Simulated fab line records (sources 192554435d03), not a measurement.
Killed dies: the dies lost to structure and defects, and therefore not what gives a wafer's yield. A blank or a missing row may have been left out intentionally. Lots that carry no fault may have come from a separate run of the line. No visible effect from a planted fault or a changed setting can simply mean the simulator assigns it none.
fab line records	flow n5-finfet	part 2 of 2: steps 5 to 6 of 6
record: lots: 24	wafers: 72	last-day: 19
route steps=1938 shown BEOL_M7@1329 BEOL_M8@1354 BEOL_M9@1468 BEOL_M10@1472
lots untouched by any fault: they come from a run of this same line in which no faults occurred
start-h: hours from the record's first day to the start of the lot's first wafer shown	wait-h: hours from the lot's prior step to this one	" as in the row above	L1.1+2: one row covering several wafers at once	- no value present, or no start provided	* or withheld: withheld	< > ~ a bound
route shown NAME@n: a module of which the file shows steps, and the number in the route of the first	usual: mean and standard deviation over wafers with no fault	same: alike in all rows	chamber/n: place in a boat	sites: each site's reading	_std_site: standard deviation of those values	_edge_site: inner sites' mean taken away from outer sites' mean	radius-mm: for every site, how far away it sits from the centre of the wafer	mask NAME#n: copy n	behind: tool/chamber where the wafer was last shaped	hold: why the lot was held/for how many hours/how that ended	device: transistor that didn't switch, given as n, p or np	end of line: the tests these same wafers got at the end of their route	a step given without rows: its recipe and nothing more	killed: at the first sort, the dies lost to defects and structure; wafer yield is something else	map: per-die view of a wafer (x killed, . not killed, _ where there is no die)
set.NAME: the setting the step ran with; set.NAME@STEP: the setting that earlier step ran with	model.NAME: the simulator's own value behind a step, which no gauge read
route steps across a sampled set of lots; one table per step, one row per wafer
services: from which hour (start-h, from the record's first day; less than 0 if before it) a tool's chamber was out of use, for how many hours, and why
== steps ==
step: N5_BEOL_M10_STRIP_67
recipe: chemistry: CF4	resist: SiARC	power-w: 300	bias-power-w: 75	pressure-mtorr: 50	cf4-flow-sccm: 150	rf-frequency-hz: 6e+07
usual: drypump-motor-current-A: 5.5/0.34	oes-product-au: 0.76/0.076	rf-vpp-V: 270.8/1.6	showerhead-plenum-p-Torr: 1.78/0.049	throttle-valve-pct: 13.78/0.23
lot.wafer	tool	chamber	start-h	wait-h	drypump-motor-current-A	oes-product-au	rf-hours-counter-h	rf-vpp-V	showerhead-plenum-p-Torr	throttle-valve-pct
L074.1	rie-diel-01	3	218.18	0.0	5.7	0.72	199	272.3	1.78	13.87
L074.3	"	0	"	"	5.7	0.82	84	272.1	1.79	13.54
L074.5	"	2	"	"	5.7	0.79	-	270.8	1.81	13.71
L076.1	rie-diel-02	0	233.96	0.0	6.1	0.76	175	267.9	1.72	13.58
L076.4	"	1	"	"	5.2	0.74	163	270.0	1.80	13.68
L076.6	"	3	"	"	5.1	0.73	-	272.5	1.84	14.00
L077.1	rie-diel-02	0	235.71	0.0	6.1	0.75	176	268.4	1.72	13.58
L077.4	"	3	"	"	5.1	0.72	202	272.1	1.84	13.98
L077.6	"	2	"	"	5.3	0.70	-	269.5	1.72	14.15
L075.2	rie-diel-02	2	248.29	0.0	5.3	0.70	223	268.2	1.72	14.18
L075.4	"	3	"	"	5.1	0.72	206	273.3	1.84	13.99
L075.6	"	3	"	"	5.1	0.72	-	271.8	1.84	14.02
L078.2	rie-diel-02	0	252.18	0.0	6.1	0.75	181	268.5	1.72	13.57
L078.4	"	1	"	"	5.2	0.74	169	270.3	1.80	13.69
L078.6	"	1	"	"	5.3	0.75	-	270.8	1.80	13.68
L080.1	rie-diel-06	0	275.55	0.0	5.2	0.69	242	272.3	1.85	14.10
L080.3	"	3	"	"	5.9	0.73	205	271.1	1.72	13.82
L080.5	"	3	"	"	5.9	0.72	-	269.9	1.72	13.84
L082.1	rie-diel-06	2	279.51	0.0	5.1	0.68	234	271.4	1.83	13.79
L082.4	"	1	"	"	5.2	0.93	32	270.1	1.76	13.38
L082.5	"	0	"	"	5.2	0.69	-	272.6	1.85	14.09
L079.2	rie-diel-01	1	279.82	0.0	5.7	0.84	61	271.4	1.82	13.51
L079.3	"	3	"	"	5.7	0.71	220	271.2	1.77	13.90
L079.5	"	2	"	"	5.7	0.76	-	269.9	1.80	13.76
L081.1	rie-diel-02	3	282.09	0.0	5.1	0.72	215	271.9	1.84	14.01
L081.2	"	1	"	"	5.3	0.73	177	270.3	1.80	13.71
L081.6	"	3	"	"	5.1	0.71	-	273.2	1.84	14.04
L083.2	rie-diel-02	0	284.53	0.0	6.1	0.74	190	269.6	1.71	13.62
L083.4	"	1	"	"	5.2	0.73	178	270.8	1.80	13.71
L083.6	"	2	"	"	5.3	0.70	-	268.4	1.72	14.18
L085.2	rie-diel-02	0	302.96	0.0	6.2	0.74	197	270.8	1.71	13.63
L085.5	"	2	"	"	5.3	0.69	-	269.8	1.71	14.20
L085.6	"	3	"	"	5.1	0.71	-	273.2	1.84	14.02
L084.2	rie-diel-06	2	306.30	0.0	5.1	0.68	244	271.5	1.83	13.80
L084.5	"	2	"	"	5.1	0.67	-	272.5	1.83	13.83
L084.6	"	3	"	"	5.9	0.72	-	270.2	1.72	13.85
L088.2	rie-diel-01	0	311.24	0.0	5.7	0.78	118	272.7	1.79	13.63
L088.3	"	1	"	"	5.7	0.84	73	272.5	1.82	13.55
L088.4	"	2	"	"	5.7	0.76	143	271.5	1.80	13.78
L087.2	rie-diel-06	3	312.43	0.0	5.9	0.72	218	268.5	1.72	13.86
L087.3	"	1	"	"	5.2	0.89	43	269.7	1.76	13.39
L087.6	"	3	"	"	5.9	0.71	-	268.8	1.72	13.87
L089.1	rie-diel-06	3	316.14	0.0	5.9	0.71	219	267.4	1.72	13.87
L089.4	"	2	"	"	5.1	0.67	246	272.3	1.83	13.82
L089.6	"	3	"	"	5.9	0.71	-	269.6	1.72	13.86
L086.1	rie-diel-01	1	316.63	0.0	5.7	0.84	75	271.7	1.82	13.58
L086.3	"	2	"	"	5.6	0.76	145	269.7	1.80	13.78
L086.5	"	3	"	"	5.7	0.69	-	271.5	1.77	13.92
L090.3	rie-diel-01	2	324.81	0.0	5.7	0.75	147	271.6	1.80	13.79
L090.4	"	3	"	"	5.7	0.70	235	270.8	1.77	13.95
L090.6	"	1	"	"	5.7	0.83	-	272.3	1.82	13.57
L091.2	rie-diel-06	2	329.19	0.0	5.1	0.67	250	271.2	1.82	13.84
L091.5	"	1	"	"	5.2	0.89	-	270.0	1.76	13.38
L091.6	"	3	"	"	5.9	0.71	-	269.8	1.72	13.87
L092.3	rie-diel-02	0	340.00	0.0	6.1	0.72	211	269.0	1.71	13.66
L092.5	"	1	"	"	5.2	0.72	-	271.2	1.79	13.75
L092.6	"	3	"	"	5.1	0.70	-	271.3	1.83	14.08
L093.2	rie-diel-01	3	354.67	0.0	5.7	0.69	245	270.3	1.76	13.97
L093.3	"	1	"	"	5.8	0.82	88	271.6	1.81	13.61
L093.4	"	0	"	"	5.7	0.78	132	270.5	1.78	13.65
L095.2	rie-diel-02	3	367.78	0.0	5.1	0.70	249	271.8	1.83	14.10
L095.5	"	0	"	"	6.1	0.72	-	267.8	1.70	13.69
L095.6	"	1	"	"	5.2	0.71	-	270.0	1.79	13.78
L094.3	rie-diel-01	1	369.89	0.0	5.7	0.82	95	271.8	1.81	13.61
L094.5	"	2	"	"	5.6	0.75	-	270.1	1.79	13.83
L094.6	"	0	"	"	5.8	0.76	-	271.6	1.78	13.66
L096.1	rie-diel-06	0	371.34	0.0	5.2	0.96	2	272.8	1.84	13.52
L096.2	"	3	"	"	5.9	0.70	243	269.1	1.71	13.90
L096.5	"	0	"	"	5.2	0.96	-	271.4	1.84	13.54
L097.3	rie-diel-06	0	392.05	0.0	5.2	0.93	10	273.3	1.84	13.54
L097.4	"	2	"	"	5.1	0.97	-	272.5	1.82	13.27
L097.5	"	0	"	"	5.2	0.93	-	272.8	1.84	13.54
step: N5_BEOL_M10_ETCH_65
recipe: chemistry: CF4	target: SiARC	target-depth-a: 390	mask-material: CAR-ArF	time-s: 65	ion-energy-ev: 80	pressure-mtorr: 40	source-w: 545	bias-w: 36	Ar_flow_sccm: 100	cf4-flow-sccm: 100	ends: cleared
usual: drypump-motor-current-A: 5.5/0.36	etch-rf-on-time-s: 65.2/1.2	oes-product-au: 0.65/0.08	rf-vpp-V: 184.0/1.3	showerhead-plenum-p-Torr: 2.13/0.063	throttle-valve-pct: 15.80/0.21
lot.wafer	tool	chamber	start-h	wait-h	drypump-motor-current-A	etch-rf-on-time-s	oes-product-au	rf-hours-counter-h	rf-vpp-V	showerhead-plenum-p-Torr	throttle-valve-pct
L074.1	rie-diel-06	3	219.35	0.0	5.9	64.6	0.63	185	182.3	2.06	15.82
L074.3	"	0	"	"	5.2	66.9	0.60	221	186.9	2.21	16.04
L074.5	"	0	"	"	5.2	67.3	0.59	-	184.6	2.21	16.05
L077.1	rie-diel-02	3	238.37	0.0	5.1	64.8	0.62	203	186.8	2.21	16.04
L077.4	"	0	"	"	6.1	64.9	0.64	176	184.4	2.05	15.61
L077.6	"	3	"	"	5.1	65.1	0.62	-	185.0	2.21	16.03
L076.1	rie-diel-06	0	238.90	0.0	5.2	66.8	0.59	228	183.5	2.20	16.05
L076.4	"	2	"	"	5.1	66.0	0.59	218	184.7	2.21	15.80
L076.6	"	1	"	"	5.2	64.2	0.81	-	182.5	2.11	15.45
L075.2	rie-diel-06	2	249.88	0.0	5.1	66.2	0.58	222	184.6	2.20	15.80
L075.4	"	3	"	"	5.9	65.2	0.62	195	185.5	2.06	15.84
L075.6	"	3	"	"	5.9	65.6	0.62	-	183.3	2.06	15.83
L078.2	rie-diel-06	0	253.94	0.0	5.2	67.7	0.58	234	185.5	2.20	16.05
L078.4	"	3	"	"	5.9	65.5	0.62	197	182.4	2.06	15.84
L078.6	"	2	"	"	5.1	66.5	0.58	-	185.1	2.20	15.82
L080.1	rie-diel-01	0	278.63	0.0	5.8	66.3	0.68	105	186.1	2.15	15.69
L080.3	"	1	"	"	5.7	64.9	0.73	61	184.7	2.17	15.57
L080.5	"	0	"	"	5.8	66.1	0.68	-	185.3	2.15	15.66
L082.1	rie-diel-01	0	280.16	0.0	5.7	66.6	0.67	106	186.7	2.15	15.67
L082.4	"	3	"	"	5.7	62.5	0.61	220	184.7	2.12	15.91
L082.5	"	3	"	"	5.7	62.4	0.61	-	184.4	2.12	15.92
L079.2	rie-diel-02	1	280.73	0.0	5.2	64.9	0.62	177	185.8	2.14	15.72
L079.3	"	2	"	"	5.3	65.2	0.59	231	182.3	2.04	16.21
L079.5	"	0	"	"	6.1	64.4	0.64	-	183.2	2.05	15.63
L081.1	rie-diel-02	1	283.10	0.0	5.3	65.7	0.62	177	183.5	2.14	15.69
L081.2	"	2	"	"	5.3	65.9	0.58	232	183.4	2.04	16.20
L081.6	"	3	"	"	5.1	66.2	0.61	-	183.8	2.20	16.05
L083.2	rie-diel-01	3	285.98	0.0	5.7	62.9	0.61	223	183.5	2.11	15.91
L083.4	"	2	"	"	5.7	64.7	0.66	135	183.3	2.14	15.79
L083.6	"	0	"	"	5.8	66.1	0.67	-	184.1	2.15	15.67
L085.2	rie-diel-06	0	307.89	0.0	5.2	66.4	0.58	253	184.7	2.20	16.11
L085.5	"	0	"	"	5.2	66.7	0.57	-	183.3	2.19	16.10
L085.6	"	3	"	"	5.9	64.7	0.62	-	182.0	2.05	15.88
L084.2	rie-diel-06	0	308.37	0.0	5.2	67.7	0.57	254	185.0	2.20	16.12
L084.5	"	3	"	"	5.9	65.5	0.62	-	183.4	2.05	15.87
L084.6	"	0	"	"	5.2	67.0	0.57	-	184.8	2.20	16.10
L087.2	rie-diel-06	3	315.10	0.0	5.9	64.4	0.61	219	180.7	2.05	15.88
L087.3	"	0	"	"	5.2	66.7	0.58	256	184.7	2.19	16.14
L087.6	"	0	"	"	5.2	66.7	0.57	-	185.0	2.19	16.12
L088.2	rie-diel-02	0	315.51	0.0	6.1	65.8	0.63	202	184.2	2.05	15.68
L088.3	"	3	"	"	5.1	65.7	0.60	227	184.5	2.20	16.10
L088.4	"	3	"	"	5.1	65.8	0.60	-	185.0	2.20	16.10
L089.1	rie-diel-01	2	318.72	0.0	5.7	65.3	0.65	145	184.8	2.14	15.80
L089.4	"	1	"	"	5.7	65.0	0.71	75	184.8	2.17	15.61
L089.6	"	2	"	"	5.7	65.4	0.64	-	183.0	2.14	15.81
L086.1	rie-diel-06	0	318.89	0.0	5.2	66.6	0.57	257	186.0	2.19	16.11
L086.3	"	2	"	"	5.1	65.5	0.58	246	185.2	2.20	15.85
L086.5	"	1	"	"	5.2	64.1	0.77	-	183.7	2.11	15.49
L090.3	rie-diel-02	3	325.57	0.0	5.1	67.1	0.59	231	183.4	2.20	16.09
L090.4	"	2	"	"	5.3	66.3	0.58	244	182.5	2.04	16.23
L090.6	"	0	"	"	6.1	65.6	0.62	-	183.7	2.04	15.67
L091.2	rie-diel-06	1	333.02	0.0	5.2	63.9	0.76	51	184.2	2.10	15.53
L091.5	"	2	"	"	5.1	65.4	0.57	-	185.0	2.20	15.86
L091.6	"	1	"	"	5.2	63.7	0.75	-	183.4	2.10	15.53
L092.3	rie-diel-02	0	341.64	0.0	6.1	65.7	0.62	211	182.7	2.04	15.66
L092.5	"	3	"	"	5.1	65.2	0.60	-	184.1	2.19	16.10
L092.6	"	1	"	"	5.2	65.6	0.61	-	183.9	2.13	15.75
L093.2	rie-diel-01	3	357.57	0.0	5.7	61.7	0.60	246	183.8	2.11	15.95
L093.3	"	1	"	"	5.7	64.9	0.70	90	184.1	2.16	15.62
L093.4	"	2	"	"	5.7	64.3	0.64	159	184.4	2.14	15.84
L095.2	rie-diel-06	3	370.07	0.0	5.9	64.8	0.60	242	182.2	2.04	15.92
L095.5	"	1	"	"	5.2	64.4	0.74	-	183.6	2.10	15.56
L095.6	"	0	"	"	5.2	63.8	0.85	-	183.0	2.19	15.58
L094.3	rie-diel-02	0	371.39	0.0	6.1	66.3	0.61	-	183.4	2.04	15.70
L094.5	"	0	"	"	6.2	66.0	0.61	-	182.6	2.04	15.70
L094.6	"	2	"	"	5.3	62.4	0.83	-	186.6	2.29	15.76
L096.1	rie-diel-06	3	374.23	0.0	5.9	65.6	0.59	245	181.1	2.04	15.92
L096.2	"	0	"	"	5.2	64.3	0.82	4	185.3	2.19	15.60
L096.5	"	0	"	"	5.2	64.4	0.82	-	185.0	2.19	15.58
L097.3	rie-diel-06	1	393.95	0.0	5.2	64.5	0.73	79	182.9	2.09	15.57
L097.4	"	1	"	"	5.2	64.8	0.72	-	184.5	2.09	15.58
L097.5	"	2	"	"	5.1	63.7	0.83	-	184.3	2.19	15.35
== services ==
tool	chamber	start-h	hours	kind
rie-diel-06	1	176.21	35.1	repair
rie-diel-02	-	182.74	0.5	repair
rie-diel-02	2	192.53	6.0	repair
rie-diel-06	2	229.79	1.7	repair
pecvd-02	1	295.21	5.2	repair
rie-diel-02	2	312.22	9.2	repair
rie-diel-06	0	324.90	17.4	repair
rie-diel-06	3	332.84	3.2	repair
rie-diel-06	0	342.34	-	clean
rie-diel-06	0	342.34	-	consumable-replace:focus-ring
rie-diel-06	0	342.34	26.0	scheduled-down
rie-diel-06	0	342.34	26.0	vent-cycle
rie-diel-06	2	368.43	-	clean
rie-diel-06	2	368.43	-	consumable-replace:focus-ring
rie-diel-06	2	368.43	23.2	scheduled-down
rie-diel-06	2	368.43	23.2	vent-cycle
rie-diel-02	1	370.46	5.3	repair
pecvd-02	-	386.45	0.3	repair
rie-diel-06	3	391.65	-	clean
rie-diel-06	3	391.65	-	consumable-replace:focus-ring
rie-diel-06	3	391.65	-	consumable-replace:showerhead
rie-diel-06	3	391.65	18.4	scheduled-down
rie-diel-06	3	391.65	18.4	vent-cycle
pecvd-04	-	393.50	14.6	pm
